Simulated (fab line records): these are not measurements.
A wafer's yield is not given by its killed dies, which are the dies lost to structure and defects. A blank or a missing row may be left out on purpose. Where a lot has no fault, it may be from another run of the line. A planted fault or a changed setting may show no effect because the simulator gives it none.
The tool behind it: which one? ; flow nand harc ; 24 lots with 72 wafers sampled at 6 steps, on a route of 1159 steps

== WHAT THE GAUGES READ, wafer by wafer ==
NHARC_P_STI_CD_MEAS_09: the cd target is 200 nm.
lot;measured;on;cd nm (nm)
L074;day 2 16:06;cd sem-01;204.4 195.4 199.6
L075;day 2 16:15;cd sem-01;195.0 195.8 197.6
L076;day 3 02:54;cd sem-01;206.4 197.1 197.0
L077;day 3 07:48;cd sem-03;201.3 197.5 194.4
L078;day 3 07:57;cd sem-03;197.4 203.8 196.6
L079;day 3 17:32;cd sem-03;203.2 197.4 199.6
L080;day 3 23:35;cd sem-03;195.0 196.3 195.4
L081;day 4 07:29;cd sem-02;198.8 205.1 196.7
L082;day 4 07:39;cd sem-02;202.7 199.3 199.7
L083;day 4 18:28;cd sem-01;200.0 198.0 200.3
L084;day 4 23:19;cd sem-02;201.9 197.2 199.7
L085;day 5 05:51;cd sem-02;196.1 193.9 194.8
L086;day 5 16:49;cd sem-02;195.1 195.3 195.1
L088;day 5 21:20;cd sem-03;196.6 202.4 202.2
L087;day 5 21:29;cd sem-01;199.5 196.1 201.4
L089;day 6 06:11;cd sem-01;195.8 197.6 197.8
L091;day 6 13:31;cd sem-01;194.4 194.3 196.0
L090;day 6 13:40;cd sem-03;201.5 199.5 200.0
L092;day 7 02:47;cd sem-03;203.1 198.4 197.5
L093;day 7 02:57;cd sem-03;198.1 201.1 202.0
L094;day 7 11:04;cd sem-03;198.8 196.1 200.7
L095;day 7 16:45;cd sem-02;200.9 199.8 201.5
L096;day 7 23:01;cd sem-01;205.7 196.7 201.6
L097;day 8 05:05;cd sem-02;195.5 198.6 196.2

NHARC_A_ZERO_WELL_INSPECT_17.
lot;measured;on;raw defect count
L074;day 7 04:31;defect inspect-02;11 8 9
L075;day 7 02:20;defect inspect-01;7 6 12
L076;day 7 11:59;defect inspect-01;6 7 1
L077;day 7 16:13;defect inspect-01;9 10 15
L078;day 7 15:52;defect inspect-01;7 4 19
L079;day 7 20:38;defect inspect-02;24 7 9
L080;day 8 00:52;defect inspect-02;7 6 16
L081;day 8 10:08;defect inspect-02;14 10 6
L082;day 8 20:53;defect inspect-01;7 4 11
L083;day 9 00:02;defect inspect-01;7 2 11
L084;day 9 02:58;defect inspect-01;9 10 12
L085;day 9 23:00;defect inspect-02;16 21 13
L086;day 9 22:19;defect inspect-02;12 14 12
L088;day 9 16:05;defect inspect-01;11 9 8
L087;day 9 21:16;defect inspect-01;12 10 5
L089;day 10 09:38;defect inspect-01;4 7 9
L091;day 10 17:56;defect inspect-01;14 3 11
L090;day 10 16:33;defect inspect-02;4 4 19
L092;day 11 13:11;defect inspect-02;5 20 5
L093;day 11 08:02;defect inspect-02;4 10 4
L094;day 11 13:55;defect inspect-01;4 4 4
L095;day 11 22:20;defect inspect-02;6 27 15
L096;day 11 22:36;defect inspect-01;8 9 10
L097;day 12 05:29;defect inspect-02;6 11 3

== EACH LOT AND THE TOOL THAT RAN IT (in order: tool; ch and the chambers of the sampled wafers; start) ==
lot;NHARC_P_GATE_DESCUM_31;NHARC_P_M0_CMP_23;NHARC_P_M2_ETCH_35;NHARC_P_BONDPAD_ANNEAL_28
L074;rie diel-12 ch 0,1,2, day 4 23:56;cmp-03 ch 1,2,3, day 6 12:07;rie diel-11 ch 1,3, day 6 18:35;rtp anneal-01 ch 0, day 7 00:53
L075;rie diel-05 ch 1,2,3, day 5 00:16;cmp-04 ch 1,2, day 6 10:04;rie diel-11 ch 0,2, day 6 16:17;rtp anneal-02 ch 0, day 6 22:47
L076;rie diel-12 ch 1,2,3, day 5 06:48;cmp-02 ch 1,2,3, day 6 19:20;rie diel-11 ch 0,2,3, day 7 01:48;rtp anneal-02 ch 0, day 7 08:22
L077;rie diel-08 ch 0,1, day 5 14:28;cmp-03 ch 0,1, day 6 23:28;rie diel-11 ch 1,2, day 7 05:59;rtp anneal-02 ch 0, day 7 12:40
L078;rie diel-12 ch 1,2, day 5 14:15;cmp-02 ch 1,2,3, day 6 22:55;rie diel-11 ch 0,1, day 7 05:04;rtp anneal-01 ch 0, day 7 12:19
L079;rie diel-05 ch 0,2,3, day 5 22:37;cmp-04 ch 1,2, day 7 03:17;rie diel-11 ch 1,2,3, day 7 10:15;rtp anneal-01 ch 0, day 7 17:15
L080;rie diel-08 ch 2,3, day 6 04:38;cmp-04 ch 1,2, day 7 08:22;rie diel-11 ch 0,3, day 7 14:56;rtp anneal-01 ch 0, day 7 21:15
L081;rie diel-05 ch 0,2,3, day 6 13:34;cmp-02 ch 2,3, day 7 17:13;rie diel-11 ch 0,3, day 7 23:59;rtp anneal-02 ch 0, day 8 06:38
L082;rie diel-12 ch 1,2,3, day 6 12:58;cmp-03 ch 0,1,2, day 8 04:07;rie diel-12 ch 2,3, day 8 10:17;rtp anneal-01 ch 0, day 8 17:16
L083;rie diel-08 ch 0,1,3, day 6 20:31;cmp-02 ch 0,1,2, day 8 07:14;rie diel-11 ch 0,1,2, day 8 13:31;rtp anneal-01 ch 0, day 8 20:22
L084;rie diel-12 ch 1,2,3, day 7 02:41;cmp-02 ch 0,3, day 8 10:31;rie diel-11 ch 1,2, day 8 16:52;rtp anneal-01 ch 0, day 8 23:19
L085;rie diel-12 ch 0,2,3, day 7 21:31;cmp-04 ch 0,1,3, day 9 06:46;rie diel-11 ch 0,1,2, day 9 13:02;rtp anneal-02 ch 0, day 9 19:19
L086;rie diel-08 ch 0,3, day 7 21:21;cmp-03 ch 2,3, day 9 05:19;rie diel-08 ch 0,2,3, day 9 11:37;rtp anneal-02 ch 0, day 9 18:34
L088;rie diel-12 ch 0,2, day 7 20:29;cmp-04 ch 0,3, day 8 23:18;rie diel-12 ch 1,2, day 9 05:35;rtp anneal-02 ch 0, day 9 12:32
L087;rie diel-12 ch 0,2,3, day 7 19:49;cmp-02 ch 0,2,3, day 9 04:41;rie diel-11 ch 1,2, day 9 11:20;rtp anneal-02 ch 0, day 9 17:40
L089;rie diel-12 ch 0,2,3, day 8 09:34;cmp-03 ch 0,3, day 9 16:14;rie diel-11 ch 0,2, day 9 23:05;rtp anneal-01 ch 0, day 10 05:55
L091;rie diel-12 ch 2,3, day 8 18:07;cmp-04 ch 0,1,2, day 10 00:43;rie diel-08 ch 1,2, day 10 08:00;rtp anneal-02 ch 0, day 10 14:14
L090;rie diel-12 ch 1,2,3, day 8 17:58;cmp-04 ch 1,2, day 10 00:19;rie diel-12 ch 1,2,3, day 10 06:49;rtp anneal-02 ch 0, day 10 12:55
L092;rie diel-08 ch 0,3, day 9 12:47;cmp-04 ch 1,3, day 10 20:32;rie diel-11 ch 0,2, day 11 02:39;rtp anneal-02 ch 0, day 11 09:18
L093;rie diel-08 ch 0,2, day 9 11:52;cmp-04 ch 0,3, day 10 15:35;rie diel-12 ch 0,1, day 10 22:14;rtp anneal-02 ch 0, day 11 04:29
L094;rie diel-08 ch 0,1, day 9 13:06;cmp-04 ch 0,3, day 10 21:02;rie diel-12 ch 1,2,3, day 11 03:31;rtp anneal-01 ch 0, day 11 10:11
L095;rie diel-12 ch 1,2,3, day 10 02:05;cmp-03 ch 1,2, day 11 05:22;rie diel-11 ch 0,2,3, day 11 12:20;rtp anneal-02 ch 0, day 11 18:44
L096;rie diel-12 ch 0,2, day 10 02:18;cmp-02 ch 0,1,3, day 11 05:22;rie diel-11 ch 0,1, day 11 12:09;rtp anneal-02 ch 0, day 11 18:54
L097;rie diel-08 ch 0,2,3, day 10 08:54;cmp-03 ch 2,3, day 11 13:03;rie diel-11 ch 0,3, day 11 19:03;rtp anneal-02 ch 0, day 12 01:19
- NHARC_P_GATE_DESCUM_31: chemistry O2, time 3 s.
- NHARC_P_M0_CMP_23: polishes, t overpolish 20 s, target thk 117.53 nm.
- NHARC_P_M2_ETCH_35: etches the open film in N2/H2, target depth 40 nm, overetch 12 nm, time 43.94 s.
- NHARC_P_BONDPAD_ANNEAL_28: time 90 s.

== WHAT THE TOOLS THEMSELVES READ (means of the sampled wafers that have a number; where no wafer has one, the mark that the record gives instead) ==
NHARC_P_GATE_DESCUM_31.
lot;tool;drypump motor current A (A);oes product au (a.u.);rf vpp V (V);showerhead plenum p Torr (Torr);throttle valve pct (%)
L074;rie diel-12;6.0;1.001;57.8;1.91;11.316
L075;rie diel-05;5.7;1.010;56.8;1.84;11.316
L076;rie diel-12;5.9;1.012;57.9;1.88;11.300
L077;rie diel-08;6.1;0.995;57.9;1.81;11.304
L078;rie diel-12;5.8;1.007;57.0;1.90;11.309
L079;rie diel-05;5.7;1.002;57.4;1.82;11.312
L080;rie diel-08;6.0;0.998;57.5;1.83;11.308
L081;rie diel-05;5.7;1.005;56.8;1.82;11.310
L082;rie diel-12;5.9;0.993;57.1;1.87;11.308
L083;rie diel-08;6.1;1.008;58.1;1.84;11.313
L084;rie diel-12;5.9;1.000;58.0;1.87;11.303
L085;rie diel-12;6.1;1.000;57.8;1.87;11.306
L086;rie diel-08;5.9;1.014;57.8;1.84;11.324
L088;rie diel-12;6.2;0.998;57.7;1.91;11.311
L087;rie diel-12;6.1;1.003;57.1;1.87;11.306
L089;rie diel-12;6.1;1.016;57.6;1.87;11.306
L091;rie diel-12;5.7;1.015;57.3;1.88;11.327
L090;rie diel-12;5.9;1.002;58.0;1.87;11.308
L092;rie diel-08;5.9;0.995;56.5;1.83;11.308
L093;rie diel-08;6.0;1.010;57.8;1.79;11.310
L094;rie diel-08;6.0;0.998;57.3;1.80;11.310
L095;rie diel-12;5.9;1.009;57.9;1.87;11.308
L096;rie diel-12;6.2;0.995;57.6;1.91;11.306
L097;rie diel-08;6.0;1.009;57.8;1.82;11.317

NHARC_P_M0_CMP_23.
lot;tool;motor current A (A);time to endpoint s (s)
L074;cmp-03;13.6;31
L075;cmp-04;12.5;27
L076;cmp-02;12.1;28
L077;cmp-03;11.2;32
L078;cmp-02;12.4;27
L079;cmp-04;12.7;25
L080;cmp-04;12.9;23
L081;cmp-02;12.0;27
L082;cmp-03;11.7;25
L083;cmp-02;12.1;26
L084;cmp-02;13.2;25
L085;cmp-04;11.8;31
L086;cmp-03;13.3;27
L088;cmp-04;11.9;35
L087;cmp-02;13.1;25
L089;cmp-03;11.7;30
L091;cmp-04;12.6;29
L090;cmp-04;12.4;30
L092;cmp-04;11.5;32
L093;cmp-04;11.9;36
L094;cmp-04;11.9;35
L095;cmp-03;11.8;27
L096;cmp-02;12.8;29
L097;cmp-03;13.0;28

NHARC_P_M2_ETCH_35.
lot;tool;drypump motor current A (A);n2 flow sccm (sccm);oes product au (a.u.);rf vpp V (V);showerhead plenum p Torr (Torr);throttle valve pct (%)
L074;rie diel-11;5.6;150.3;1.016;433.1;2.11;14.161
L075;rie diel-11;5.7;150.5;0.991;429.6;2.02;14.169
L076;rie diel-11;5.8;150.5;0.985;431.4;2.09;14.171
L077;rie diel-11;5.5;150.1;1.010;431.9;2.04;14.175
L078;rie diel-11;5.4;149.7;1.010;431.5;2.09;14.168
L079;rie diel-11;5.8;150.5;1.007;431.8;2.08;14.163
L080;rie diel-11;6.0;149.7;1.001;433.0;2.16;14.169
L081;rie diel-11;5.9;150.1;1.001;434.0;2.13;14.176
L082;rie diel-12;6.0;150.5;1.015;427.9;1.96;14.172
L083;rie diel-11;5.6;150.2;1.003;430.9;2.05;14.186
L084;rie diel-11;5.6;150.3;1.005;429.5;2.01;14.173
L085;rie diel-11;5.5;149.9;1.006;430.4;2.05;14.168
L086;rie diel-08;6.0;149.8;1.013;427.9;1.94;14.174
L088;rie diel-12;5.8;150.4;0.998;430.2;2.03;14.173
L087;rie diel-11;5.4;150.4;1.015;430.4;2.04;14.165
L089;rie diel-11;5.7;149.9;0.988;431.3;2.06;14.180
L091;rie diel-08;6.2;150.0;1.004;426.7;1.90;14.170
L090;rie diel-12;5.9;149.6;1.011;428.7;1.99;14.171
L092;rie diel-11;5.7;150.2;0.987;430.6;2.02;14.172
L093;rie diel-12;6.4;149.4;0.999;429.2;2.02;14.175
L094;rie diel-12;5.9;150.2;1.009;429.0;1.99;14.175
L095;rie diel-11;5.9;149.8;0.993;431.5;2.08;14.169
L096;rie diel-11;5.5;149.8;1.009;431.6;2.10;14.166
L097;rie diel-11;6.0;150.1;1.007;433.7;2.15;14.167

NHARC_P_BONDPAD_ANNEAL_28.
lot;tool;anneal temp c max;wafer_temp_C_max
L074;rtp anneal-01;226.06;225.8
L075;rtp anneal-02;225.55;226.1
L076;rtp anneal-02;225.52;226.0
L077;rtp anneal-02;225.52;226.5
L078;rtp anneal-01;226.11;225.7
L079;rtp anneal-01;226.01;225.9
L080;rtp anneal-01;225.82;225.7
L081;rtp anneal-02;225.42;225.9
L082;rtp anneal-01;225.87;226.1
L083;rtp anneal-01;225.92;226.0
L084;rtp anneal-01;225.73;226.1
L085;rtp anneal-02;225.61;226.0
L086;rtp anneal-02;225.58;225.8
L088;rtp anneal-02;225.58;226.1
L087;rtp anneal-02;225.67;226.4
L089;rtp anneal-01;226.03;225.9
L091;rtp anneal-02;225.51;226.3
L090;rtp anneal-02;225.63;226.6
L092;rtp anneal-02;225.49;226.3
L093;rtp anneal-02;225.73;226.1
L094;rtp anneal-01;225.86;225.9
L095;rtp anneal-02;225.43;226.2
L096;rtp anneal-02;225.39;226.0
L097;rtp anneal-02;225.71;226.1

== THE ANSWER, worked out from the rows above alone ==
Rule: the lots themselves supply what counts as usual. The widest of any qualifying gaps counts: lots, ordered by their means at a reading, are off when they make up no more than a third of the lots, leave a main group of 4 or more, and stand apart from it by 3 or more times the standard deviation of that group's means. Not used: any main group whose means are identical at the precision the tables above print for the reading. A lot without any number at a reading at which 4 lots or more have one is off too. Where the step has rows for the other lots, those lots are counted as sound. Order of review: gauges by route order, followed by the tools' own readings, for which a lot's mean as printed above is used. The first step at which some lot is off is used, and at that step the reading that is off furthest; a lot without a number counts as furthest.
Nothing can be told from this: no lot is off at any reading shown.

== WHAT HAD BEEN PUT IN BY THE SIMULATOR ==
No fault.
